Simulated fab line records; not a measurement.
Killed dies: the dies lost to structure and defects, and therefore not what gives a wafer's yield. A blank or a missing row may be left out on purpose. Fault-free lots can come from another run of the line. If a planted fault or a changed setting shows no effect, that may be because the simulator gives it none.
Chamber matching    flow n5_finfet    ald_sin-01 running N5_BEOL_M0_SAQP_SPACER1_ALD_98: 4 sister chambers
The step deposits SiO2, target thk 12.8 nm, pulse time 1 s, purge time 2 s. 4 wafers are shown with their chamber, then 9 later ones without.

== WAFERS, EACH WITH ITS CHAMBER ==
wafer   chamber  heater_power_w (W)
L087.5  0        555
L088.1  2        410
L088.2  3        436
L088.4  1        577

== WAFERS WITHOUT THEIR CHAMBER ==
wafer   heater_power_w (W)
L089.1  402
L089.5  421
L089.6  403
L092.4  561
L092.5  421
L092.6  398
L095.2  411
L095.4  570
L095.6  409

== WHICH CHAMBER EACH WENT THROUGH ==
wafer   from the rows above      in truth
L089.1  2                        2
L089.5  can't be placed: 2 or 3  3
L089.6  2                        2
L092.4  can't be placed: 0 or 1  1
L092.5  can't be placed: 2 or 3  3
L092.6  2                        2
L095.2  2                        2
L095.4  can't be placed: 1 or 0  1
L095.6  2                        2
5 of 9 placed correctly. From these rows, 4 cannot be placed; in 4 the true chamber is one of the candidates. 0 placed wrongly.
How it was worked out, from the rows above alone: a wafer's distance from a chamber is the root of the sum, over the readings, of the square of ((its reading less the chamber's mean) divided by the reading's scatter). The wafer belongs to the nearest chamber; if the next one is less than 2 further off, it can't be placed. For every chamber, the mean is computed from those of its wafers that are shown. The scatter: with one shown wafer a chamber, the root of the mean of the squares of how far each hidden wafer lies from its nearest shown one.
